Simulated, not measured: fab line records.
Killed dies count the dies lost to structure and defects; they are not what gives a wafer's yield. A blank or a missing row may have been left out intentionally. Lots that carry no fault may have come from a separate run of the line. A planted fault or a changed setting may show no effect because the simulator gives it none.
Which tool was responsible? + flow n5Finfet + 9 lots with 26 wafers sampled at 5 steps, on a route of 1938 steps

## WHAT THE GAUGES SHOWED, per wafer
N5_SDB_CD_MEAS_11: target cd 50 nm. Usual: 49.7 nm for cdNm, sd 1.2.
| lot  | measured    | on       | cdNm (nm)      | flag |
|------|-------------|----------|----------------|------|
| L443 | day 3 17:58 | cdSem-01 | 50.0 49.6 50.5 |      |
| L445 | day 4 08:55 | cdSem-02 | 49.5 47.8      |      |
| L447 | day 4 20:51 | cdSem-01 | 46.7 48.7 48.2 |      |
| L448 | day 5 00:09 | cdSem-03 | 50.1 51.0 50.9 |      |
| L450 | day 5 10:26 | cdSem-03 | 48.1 49.1 49.5 |      |
| L451 | day 5 20:24 | cdSem-01 | 48.5 47.9 46.6 |      |
| L463 | day 8 22:25 | cdSem-01 | 49.0 49.8 48.1 |      |
| L465 | day 9 05:52 | cdSem-02 | 51.6 51.1 51.9 |      |
| L466 | day 9 11:50 | cdSem-02 | 50.2 50.9 50.3 |      |

N5_BEOL_M4_RC_MEAS_101. Usual: DIBL_N 36.0 mV/V, standard deviation 2.2; DIBL_P 36.2 mV/V, standard deviation 2.4; IOFF_N 0.16 nA/um, standard deviation 0.035; IOFF_P 0.21 nA/um, standard deviation 0.037; ION_N 672 uA/um, standard deviation 13; ION_P 461 uA/um, standard deviation 7; SS_N 71.4 mV/dec, standard deviation 0.69; SS_P 73.2 mV/dec, standard deviation 0.75; VT_N 250 mV, standard deviation 3.4; VT_P -251 mV, standard deviation 3.
| lot  | measured     | on        | DIBL_N (mV/V)  | DIBL_P (mV/V)  | IOFF_N (nA/um) | IOFF_P (nA/um) | ION_N (uA/um) | ION_P (uA/um) | SS_N (mV/dec)  | SS_P (mV/dec)  | VT_N (mV)   | VT_P (mV)      | flag |
|------|--------------|-----------|----------------|----------------|----------------|----------------|---------------|---------------|----------------|----------------|-------------|----------------|------|
| L443 | day 9 13:01  | prober-01 | 33.9 35.4 35.7 | 34.2 35.7 36.5 | 0.12 0.16 0.17 | 0.17 0.19 0.21 | 659 677 694   | 451 457 467   | 71.3 71.1 70.8 | 73.7 73.4 73.6 | 252 250 246 | -257 -253 -252 |      |
| L445 | day 9 10:32  | prober-01 | 38.5 39.2      | 37.1 37.9      | 0.18 0.21      | 0.22 0.24      | 671 679       | 458 458       | 72.7 71.8      | 73.8 73.9      | 247 248     | -250 -246      |      |
| L447 | day 10 16:19 | prober-02 | 34.8 34.9 33.5 | 35.5 35.1 34.3 | 0.14 0.14 0.12 | 0.20 0.20 0.18 | 672 666 661   | 463 462 457   | 70.9 70.7 70.3 | 73.6 72.9 72.7 | 252 251 254 | -252 -248 -251 |      |
| L448 | day 10 20:53 | prober-02 | 37.0 36.6 34.1 | 39.5 38.0 35.2 | 0.18 0.17 0.13 | 0.26 0.23 0.19 | 667 674 660   | 465 460 463   | 72.0 71.6 71.6 | 74.1 74.1 72.9 | 252 248 254 | -250 -251 -254 |      |
| L450 | day 10 19:42 | prober-02 | 34.2 36.7 36.2 | 33.5 37.9 36.5 | 0.13 0.18 0.16 | 0.18 0.24 0.22 | 675 684 683   | 465 471 460   | 70.3 71.8 70.8 | 72.5 73.6 73.1 | 252 246 249 | -250 -246 -250 |      |
| L451 | day 11 00:42 | prober-01 | 38.1 38.7 37.8 | 37.4 40.3 39.1 | 0.20 0.22 0.19 | 0.21 0.26 0.23 | 667 690 677   | 455 466 459   | 72.1 71.9 71.7 | 73.1 74.4 73.5 | 250 244 248 | -252 -246 -252 |      |
| L463 | day 14 04:13 | prober-01 | 36.3 36.5 39.1 | 35.8 36.5 39.1 | 0.16 0.16 0.21 | 0.18 0.19 0.23 | 681 684 696   | 460 460 462   | 71.5 71.9 71.9 | 72.7 73.1 73.3 | 248 253 245 | -254 -252 -251 |      |
| L465 | day 15 02:20 | prober-02 | 37.0 37.4 35.2 | 38.6 39.4 37.4 | 0.19 0.20 0.17 | 0.23 0.23 0.21 | 689 696 681   | 460 470 468   | 71.7 72.3 71.6 | 74.1 73.4 73.8 | 247 247 250 | -250 -251 -251 |      |
| L466 | day 15 05:06 | prober-01 | 36.0 37.5 36.2 | 35.5 37.4 36.2 | 0.14 0.18 0.16 | 0.20 0.24 0.21 | 676 682 678   | 466 473 466   | 70.8 71.7 71.3 | 73.0 73.2 73.0 | 251 249 250 | -249 -247 -248 |      |

## WHICH TOOL RAN EACH LOT (tool, then ch and the chambers of the sampled wafers, then the start)
| lot  | N5_SDB_ETCH_18                   | N5_SDB_STRIP_21                  | N5_SDB_CMP_30                |
|------|----------------------------------|----------------------------------|------------------------------|
| L443 | rieDiel-06 ch 0,2, day 3 18:22   | rieDiel-06 ch 0,2, day 3 18:31   | cmp-03 ch 0,2, day 3 22:23   |
| L445 | rieDiel-03 ch 1,2, day 4 09:04   | rieDiel-03 ch 1,2, day 4 09:13   | cmp-02 ch 1,3, day 4 13:46   |
| L447 | rieDiel-06 ch 0,1, day 4 21:01   | rieDiel-06 ch 0,1, day 4 21:09   | cmp-03 ch 0,1,3, day 5 00:35 |
| L448 | rieDiel-04 ch 2,3, day 5 00:18   | rieDiel-04 ch 2,3, day 5 00:26   | cmp-02 ch 1,2,3, day 5 03:50 |
| L450 | rieDiel-03 ch 0,2, day 5 10:43   | rieDiel-03 ch 0,2, day 5 10:52   | cmp-03 ch 0,1,3, day 5 14:13 |
| L451 | rieDiel-03 ch 1,2, day 5 20:34   | rieDiel-03 ch 1,2, day 5 20:42   | cmp-03 ch 0,1,2, day 6 00:01 |
| L463 | rieDiel-03 ch 0,1, day 8 22:42   | rieDiel-03 ch 0,1, day 8 22:50   | cmp-02 ch 2,3, day 9 02:14   |
| L465 | rieDiel-03 ch 1,2,3, day 9 06:01 | rieDiel-03 ch 1,2,3, day 9 06:09 | cmp-02 ch 0,1,2, day 9 09:32 |
| L466 | rieDiel-06 ch 0,1,3, day 9 12:06 | rieDiel-06 ch 0,1,3, day 9 12:14 | cmp-03 ch 0,1,2, day 9 15:36 |
- N5_SDB_ETCH_18: etches SOC in N2/H2, target depth 100 nm, overetch 20 nm, time 150 s.
- N5_SDB_STRIP_21: strips in CF4.
- N5_SDB_CMP_30: polishes, stops on poly-Si, t overpolish 1.54 s, target thk 30 nm.

## WHAT THE TOOLS THEMSELVES READ (means of the sampled wafers that have a number; where no wafer has one, the mark that the record gives instead)
N5_SDB_ETCH_18. Usual: biasW 150.0 W (standard deviation 0.51); chamberPressureMTorr 30.001 mTorr (standard deviation 0.029); drypumpMotorCurrentA 5.7 A (standard deviation 0.51); oesProductAu 0.72 a.u. (standard deviation 0.078); rfVppV 524.3 V (standard deviation 2.5); showerheadPlenumPTorr 2.55 Torr (standard deviation 0.09); throttleValvePct 17.75 % (standard deviation 0.26).
| lot  | tool       | biasW (W) | chamberPressureMTorr (mTorr) | drypumpMotorCurrentA (A) | oesProductAu (a.u.) | rfVppV (V) | showerheadPlenumPTorr (Torr) | throttleValvePct (%) | flag |
|------|------------|-----------|------------------------------|--------------------------|---------------------|------------|------------------------------|----------------------|------|
| L443 | rieDiel-06 | 150.6     | 30.011                       | 5.3                      | 0.63                | 525.9      | 2.60                         | 17.95                |      |
| L445 | rieDiel-03 | 150.6     | 29.970                       | 5.9                      | 0.77                | 523.3      | 2.52                         | 17.58                |      |
| L447 | rieDiel-06 | 149.9     | 30.005                       | 5.5                      | 0.70                | 526.6      | 2.65                         | 17.99                |      |
| L448 | rieDiel-04 | 149.8     | 30.008                       | 6.1                      | 0.65                | 523.4      | 2.53                         | 17.76                |      |
| L450 | rieDiel-03 | 150.0     | 30.001                       | 5.5                      | 0.76                | 524.6      | 2.53                         | 17.82                |      |
| L451 | rieDiel-03 | 149.7     | 30.018                       | 6.1                      | 0.75                | 524.0      | 2.53                         | 17.51                |      |
| L463 | rieDiel-03 | 149.8     | 29.989                       | 5.9                      | 0.71                | 525.5      | 2.58                         | 17.50                |      |
| L465 | rieDiel-03 | 150.7     | 29.988                       | 5.9                      | 0.73                | 522.5      | 2.49                         | 17.67                |      |
| L466 | rieDiel-06 | 150.2     | 29.989                       | 5.4                      | 0.81                | 527.3      | 2.66                         | 17.74                |      |

N5_SDB_STRIP_21. Usual: cf4FlowSccm 150.0 sccm (standard deviation 0.43); chamberPressureMTorr 50.00 mTorr (standard deviation 0.047); drypumpMotorCurrentA 5.7 A (standard deviation 0.51); oesProductAu 0.79 a.u. (standard deviation 0.087); rfVppV 271.3 V (standard deviation 1.4); showerheadPlenumPTorr 1.80 Torr (standard deviation 0.065); throttleValvePct 13.56 % (standard deviation 0.24).
| lot  | tool       | cf4FlowSccm (sccm) | chamberPressureMTorr (mTorr) | drypumpMotorCurrentA (A) | oesProductAu (a.u.) | rfVppV (V) | showerheadPlenumPTorr (Torr) | throttleValvePct (%) | flag |
|------|------------|--------------------|------------------------------|--------------------------|---------------------|------------|------------------------------|----------------------|------|
| L443 | rieDiel-06 | 150.3              | 50.00                        | 5.4                      | 0.70                | 271.9      | 1.85                         | 13.85                |      |
| L445 | rieDiel-03 | 150.6              | 50.03                        | 5.9                      | 0.84                | 272.1      | 1.78                         | 13.37                |      |
| L447 | rieDiel-06 | 150.3              | 50.01                        | 5.5                      | 0.77                | 272.5      | 1.87                         | 13.77                |      |
| L448 | rieDiel-04 | 150.2              | 49.95                        | 6.1                      | 0.71                | 271.8      | 1.78                         | 13.64                |      |
| L450 | rieDiel-03 | 149.6              | 50.02                        | 5.5                      | 0.84                | 270.8      | 1.80                         | 13.56                |      |
| L451 | rieDiel-03 | 150.0              | 49.96                        | 6.1                      | 0.83                | 271.7      | 1.79                         | 13.34                |      |
| L463 | rieDiel-03 | 149.5              | 49.98                        | 5.9                      | 0.79                | 271.5      | 1.83                         | 13.40                |      |
| L465 | rieDiel-03 | 149.6              | 50.06                        | 5.9                      | 0.80                | 269.6      | 1.76                         | 13.43                |      |
| L466 | rieDiel-06 | 150.6              | 50.03                        | 5.4                      | 0.89                | 272.8      | 1.88                         | 13.52                |      |

N5_SDB_CMP_30. Usual: motorCurrentA 11.6 A, standard deviation 0.88; overpolishRunS 1.540 s, standard deviation 0.0077; timeToEndpointS 16.3 s, standard deviation 2.3.
| lot  | tool   | motorCurrentA (A) | overpolishRunS (s) | timeToEndpointS (s) | flag |
|------|--------|-------------------|--------------------|---------------------|------|
| L443 | cmp-03 | 11.1              | 1.535              | 18.8                |      |
| L445 | cmp-02 | 12.6              | 1.550              | 15.6                |      |
| L447 | cmp-03 | 11.4              | 1.540              | 17.4                |      |
| L448 | cmp-02 | 11.9              | 1.535              | 16.5                |      |
| L450 | cmp-03 | 11.7              | 1.535              | 16.1                |      |
| L451 | cmp-03 | 11.3              | 1.543              | 18.2                |      |
| L463 | cmp-02 | 11.0              | 1.531              | 27.4                | OFF  |
| L465 | cmp-02 | 11.6              | 1.536              | 23.3                | OFF  |
| L466 | cmp-03 | 11.5              | 1.540              | 18.0                |      |

## THE ANSWER, worked out from the rows above alone
Rule: lot off if the mean of its wafers having a number is beyond 3 standard deviations from the usual mean. A lot without any number at a reading at which 4 lots or more have one is off too. The other lots that the step has rows for count as sound. After the gauges, taken in route order, come the tools' own readings; for these a lot's mean is taken, as printed above. The first step at which some lot is off is used, and at that step the reading that is off furthest; a lot without a number counts as furthest.
Off: L463, L465 (N5_SDB_CMP_30, timeToEndpointS).
If a tool, at that step or one of the process steps before it, ran each lot that is off and ran no sound lot following the first of them, it fits. 2 tools fit, rieDiel-03 at N5_SDB_ETCH_18 and N5_SDB_STRIP_21 and cmp-02 at N5_SDB_CMP_30, so this cannot tell which one it is.

## WHAT THE SIMULATOR HAD PUT IN
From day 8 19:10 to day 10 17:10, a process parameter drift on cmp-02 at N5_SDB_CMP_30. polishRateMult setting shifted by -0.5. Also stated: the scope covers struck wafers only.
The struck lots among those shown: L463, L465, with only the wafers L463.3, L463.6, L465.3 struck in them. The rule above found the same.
